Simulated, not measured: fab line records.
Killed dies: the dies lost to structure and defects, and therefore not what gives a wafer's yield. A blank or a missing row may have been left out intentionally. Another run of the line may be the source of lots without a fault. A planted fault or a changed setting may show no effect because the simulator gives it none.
Split-lot trial	flow n5Finfet	7 lots, 21 wafers read, on a route of 1938 steps

ABOUT THE SPLIT
At N5_BEOL_M5_ETCH_68 (etches SOC in N2/H2, target depth 80 nm, overetch 16 nm, time 120 s), the setting biasW was moved away from the recipe's 150 W on 6 of the 21 wafers read, by -13.9% to +17.4%. This setting was run at the recipe's value on the other wafers.

The split's own step is where the reading is taken.

THE READING
rfVppV, in V, at N5_BEOL_M5_ETCH_68 (etches SOC in N2/H2, target depth 80 nm, overetch 16 nm, time 120 s). Fault-free wafers of this fab line usually give 523.9 V, standard deviation 2.1 V.

wafer	tool, chamber at the split	biasW as run, W	against the recipe	rfVppV, V	against lot-mates on the recipe
L081.2	rieDiel-04, 0	160.4	+6.9%	547.0	+23.2
L081.3	rieDiel-04, 1	150	recipe	523.8	-
L081.4	rieDiel-04, 2	160.4	+6.9%	542.8	+19.0
L082.1	rieDiel-04, 3	175.5	+17.0%	576.0	+52.4
L082.4	rieDiel-04, 1	150	recipe	523.8	-
L082.5	rieDiel-04, 3	150	recipe	523.5	-
L083.1	rieDiel-04, 0	150	recipe	522.0	-
L083.4	rieDiel-04, 1	150	recipe	524.1	-
L083.6	rieDiel-04, 0	150	recipe	523.0	-
L089.2	rieDiel-05, 0	150	recipe	525.7	-
L089.3	rieDiel-05, 3	150	recipe	524.0	-
L089.6	rieDiel-05, 2	150	recipe	523.1	-
L092.4	rieDiel-04, 2	150	recipe	529.3	-
L092.5	rieDiel-04, 0	129.2	-13.9%	474.7	-54.6
L092.6	rieDiel-04, 1	129.2	-13.9%	476.3	-53.0
L094.2	rieDiel-05, 1	150	recipe	524.2	-
L094.4	rieDiel-05, 3	150	recipe	522.6	-
L094.6	rieDiel-05, 0	150	recipe	525.7	-
L093.1	rieDiel-03, 0	150	recipe	521.4	-
L093.3	rieDiel-03, 3	176.1	+17.4%	580.8	+59.2
L093.5	rieDiel-03, 1	150	recipe	521.8	-

THE FIT
A straight line over all 21 wafers: rfVppV changes by +3.28 V for each +1% of biasW; r = +1.00; the points scatter about the line by 2.2 V.
The same after taking each lot's own level away (the mean of its wafers on the recipe; 21 wafers): +3.48 V for each +1%; r = +1.00; scatter 2.5 V.
On that fit, the largest move of biasW shifts the reading by 61 V.
Across the lots, their own levels run from 521.60 to 529.30 V, a range of 3.7 times the standard deviation given above.
Consequently the slope shifts little with the lot-to-lot level, the two slopes agreeing.
Check: with one of the wafers moved furthest among these (+17.4%) left out of the fit, the line predicts +59.3 V for it against its lot-mates. It came out at +59.2 V against them.
Tool readings at the split's step, against how far the setting was moved: rfVppV r = +1.00.

THE WHOLE CHAIN: every reading that the file lists as answering this split, in the file's order
step	what it does	reading	change (the file's fit)	r (the file's)
N5_BEOL_M5_ETCH_68	etches SOC in N2/H2, target depth 80 nm, overetch 16 nm, time 120 s	rfVppV	+3.38 V for each +1% of the setting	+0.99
N5_BEOL_M5_ETCH_68	etches SOC in N2/H2, target depth 80 nm, overetch 16 nm, time 120 s	SiARC_of_BEOL_M5_COAT_66.thkNm (the simulator's own value, which no gauge read)	-0.0876 nm for each +1% of the setting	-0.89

FILE'S OWN FIT
rfVppV changes by +3.38 V for each +1% of biasW, r = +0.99.
